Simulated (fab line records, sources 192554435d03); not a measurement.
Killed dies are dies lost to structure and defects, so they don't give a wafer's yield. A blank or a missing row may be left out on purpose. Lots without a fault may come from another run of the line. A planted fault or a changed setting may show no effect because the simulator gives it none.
Split-lot experiment | flow n5_finfet | 7 lots, 21 wafers read, on a route of 1938 steps

THE SPLIT
At N5_BEOL_M9_CMP_52 (polishes, stops on SiCOH lowk, t overpolish 7 s, target thk 140 nm), the setting down_force_psi was moved away from the recipe's 1 psi on 8 of the 21 wafers read, by -16.7% to +22.1%. The other wafers ran this setting at the recipe's value.

The reading is taken at the split's own step.

THE READING
barrier_field_endpoint_s, in s, at N5_BEOL_M9_CMP_52 (polishes, stops on SiCOH lowk, t overpolish 7 s, target thk 140 nm). Fault-free wafers of this fab line usually give 29.1 s, standard deviation 0.69 s.

wafer  | tool, chamber at the split | down_force_psi as run, psi | against the recipe | barrier_field_endpoint_s, s | against lot-mates on the recipe
L079.4 | cmp-02, 2                  | 1                          | recipe             | 29.6                        | -
L079.2 | cmp-02, 0                  | 1.152                      | +15.2%             | 25.0                        | -4.9
L079.5 | cmp-02, 2                  | 1                          | recipe             | 30.2                        | -
L084.4 | cmp-04, 2                  | 1.221                      | +22.1%             | 25.3                        | -5.4
L084.1 | cmp-04, 1                  | 1                          | recipe             | 30.7                        | -
L084.6 | cmp-04, 2                  | 1.221                      | +22.1%             | 24.5                        | -6.2
L082.4 | cmp-03, 0                  | 0.8332                     | -16.7%             | 35.3                        | +6.0
L082.2 | cmp-03, 3                  | 1                          | recipe             | 29.0                        | -
L082.5 | cmp-03, 1                  | 1                          | recipe             | 29.5                        | -
L080.1 | cmp-02, 3                  | 1                          | recipe             | 28.2                        | -
L080.2 | cmp-02, 0                  | 1                          | recipe             | 30.0                        | -
L080.6 | cmp-02, 3                  | 1                          | recipe             | 29.4                        | -
L092.1 | cmp-02, 3                  | 0.9109                     | -8.9%              | 31.4                        | +3.9
L092.2 | cmp-02, 1                  | 1                          | recipe             | 27.5                        | -
L092.5 | cmp-02, 3                  | 0.9109                     | -8.9%              | 31.8                        | +4.3
L091.3 | cmp-04, 2                  | 0.8802                     | -12.0%             | 33.3                        | +3.8
L091.4 | cmp-04, 3                  | 1                          | recipe             | 29.9                        | -
L091.1 | cmp-04, 1                  | 1                          | recipe             | 29.0                        | -
L097.2 | cmp-02, 2                  | 1                          | recipe             | 28.7                        | -
L097.6 | cmp-02, 1                  | 1                          | recipe             | 28.2                        | -
L097.5 | cmp-02, 2                  | 1.125                      | +12.5%             | 25.0                        | -3.4

THE FIT
A straight line over all 21 wafers: barrier_field_endpoint_s changes by -0.26 s for each +1% of down_force_psi; r = -0.94; the points scatter about the line by 0.98 s.
The same after taking each lot's own level away (the mean of its wafers on the recipe; 21 wafers): -0.309 s for each +1%; r = -0.98; scatter 0.65 s.
On that fit, the largest move of down_force_psi shifts the reading by 6.8 s.
The lots' own levels span 27.50 to 30.70 s, that is 4.6 times the standard deviation above.
So the lot-to-lot level changes the slope: the two fits differ.
Check: with one of the wafers moved furthest among these (+22.1%) left out of the fit, the line predicts -6.98 s for it against its lot-mates. It came out at -5.4 s against them.
Tool readings at the split's step, against how far the setting was moved: barrier_field_endpoint_s r = -0.94.

OTHER SPLITS ON THESE WAFERS
These wafers also went through other splits before the reading. Each is held against what the fit with the lots' levels taken away leaves over:
other split on the same wafers     | wafers away from the commonest value | r with barrier_field_endpoint_s (lot level and that fit taken away)
N5_BEOL_M6_HM_DEP_02 target_thk_a  | 3                                    | +0.40
N5_BEOL_M6_TRENCH_ETCH_37 bias_w   | 4                                    | -0.31
N5_BEOL_M8_PECVD_70 temp_c         | 3                                    | +0.18
N5_BEOL_M8_COAT_05 spin_rpm        | 6                                    | -0.25
N5_BEOL_M8_TRENCH_ETCH_37 source_w | 8                                    | -0.59

THE FILE'S OWN FIT
barrier_field_endpoint_s changes by -0.312 s for each +1% of down_force_psi, r = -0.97.
